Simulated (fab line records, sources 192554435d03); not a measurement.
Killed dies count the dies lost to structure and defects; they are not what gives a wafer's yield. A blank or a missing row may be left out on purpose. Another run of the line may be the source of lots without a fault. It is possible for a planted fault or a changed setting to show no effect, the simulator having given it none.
A lot that was struck, set against a sound lot | flow n5 finfet | 14 steps out of a route of 1938
Sound: these wafers, L463.1, L463.2, L463.3. Struck: wafer L471.2 (L471.3, L471.6, from the same lot, were not struck and are left out); the cause is given at the end.
Order at every step that has rows: each side's tool, ch and its chambers, its first start. Under that, the readings that differ: sound wafers | struck wafers | difference of the means | sigmas: that difference in standard deviations of wafers without a fault.
alike: readings with means less than 2 such deviations apart, plus words and numbers identical on both sides. not compared: withheld readings, readings lacking a value on some wafer, bounds such as >300 that could conceal the same value, and numbers that have no deviation in the record and whose values overlap.
The two part at a step that has a row with sigmas, a row that says differs or no value, or rows on one side only. When numbers do not overlap yet have no deviation, they are printed without sigmas and do not part them. A reading missing from all wafers of one side parts the sides only when that side holds two or more wafers.

N5_HKMG_FIN_INSPECT_28: inspects for defects (darkfield).
  sound on defect inspect-01, day 4 14:42; struck on defect inspect-01, day 6 09:52
  alike: raw defect count
N5_GATE_CUT_ETCHBACK_00: etches W in SF6/Cl2.
  sound on rie metal-03 ch 0,1, day 4 14:44; struck on rie metal-03 ch 0, day 6 09:54
  alike: drypump motor current A, oes product au, throttle valve pct
  not compared: rf hours counter h
then, 3 steps without rows for these wafers: N5_GATE_CUT_ETCH_56 (etches TiN in Cl2/Ar, target depth 21.6 nm); N5_GATE_CUT_ETCHBACK_30 (etches TiN in Cl2/Ar, target depth 3 nm); N5_GATE_CUT_VAPOR_ETCH_60 (etches HfO2 in BCl3/Cl2).
N5_GATE_CUT_ETCH_58: etches SiNx in CH3F/O2, target depth 17 nm, time 128.6 s.
  sound on rie diel-06 ch 0,1,2, day 4 15:10; struck on rie diel-02 ch 3, day 6 10:22
  alike: O2_flow_sccm, drypump motor current A, mfc ar sccm, oes product au, rf vpp V, showerhead plenum p Torr, throttle valve pct
  not compared: rf hours counter h
N5_GATE_CUT_STRIP_59: strips in N2/H2, time 20 s.
  sound on rie diel-06 ch 0,1,2, day 4 15:17; struck on rie diel-02 ch 3, day 6 10:28
  alike: drypump motor current A, oes product au, rf vpp V, showerhead plenum p Torr, throttle valve pct
  not compared: rf hours counter h
then, 2 steps without rows for these wafers: N5_GATE_CUT_PRECLEAN_31 (cleans in DIW, time 300 s); N5_GATE_CUT_SRD_32 (time 30 s).
N5_GATE_CUT_SAC_CAP_01: material SiNx, target thk 24 nm, pulse time 1 s, ald cycles 480.
  sound on ald sin-03 ch 0,1,3, day 4 15:52; struck on ald sin-03 ch 0, day 6 10:40
  alike: chamber pressure Torr, heater power w, precursor pulse height rel
N5_GATE_CUT_PECVD_57: deposits SiNx from SiH4/NH3/N2, target thk 21 nm.
  sound on pecvd-02 ch 0,1,2, day 4 19:10; struck on pecvd-04 ch 0, day 6 12:52
  alike: chamber pressure Torr, heater power w, showerhead plenum p Torr, throttle valve pct
N5_GATE_CUT_CMP_02: polishes, stops on SiO2, t overpolish 12.7 s, target thk 0 nm.
  sound on cmp-03 ch 0,1,2, day 4 19:14; struck on cmp-03 ch 0, day 6 12:56
  reading                | sound          | struck | difference | sigmas
  time to endpoint s (s) | 27.6 28.0 22.6 | 43.8   | +17.7      | +7
  alike: edge zone pressure frac, motor current A, overpolish run s, pad life wafers, retaining ring pressure frac
-- the record jumps here: 3 days lie between the struck wafers' starts before and after (it left off in module GATE_CUT and takes up again in module BEOL_M4, whose first step shown is number 1111 of the route) --
N5_BEOL_M4_RC_MEAS_101:
  sound on prober-02 ch 0, day 8 08:07; struck on prober-02 ch 0, day 10 00:10
  reading       | sound          | struck | difference | sigmas
  SS_N (mV/dec) | 71.3 71.0 71.0 | 72.5   | +1.4       | +2
  alike: DIBL_N, DIBL_P, IOFF_N, IOFF_P, ION_N, ION_P, SS_P, VT_N, VT_P
next, for these wafers, 1 step has no rows: N5_PASSIVATION_PROBE_49.

WHERE THEY PART
Earliest at N5_GATE_CUT_CMP_02; latest, in this record, at N5_BEOL_M4_RC_MEAS_101.

WHY: what the simulator had put in
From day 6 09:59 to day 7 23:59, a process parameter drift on cmp-03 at N5_GATE_CUT_CMP_02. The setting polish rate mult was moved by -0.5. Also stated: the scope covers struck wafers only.
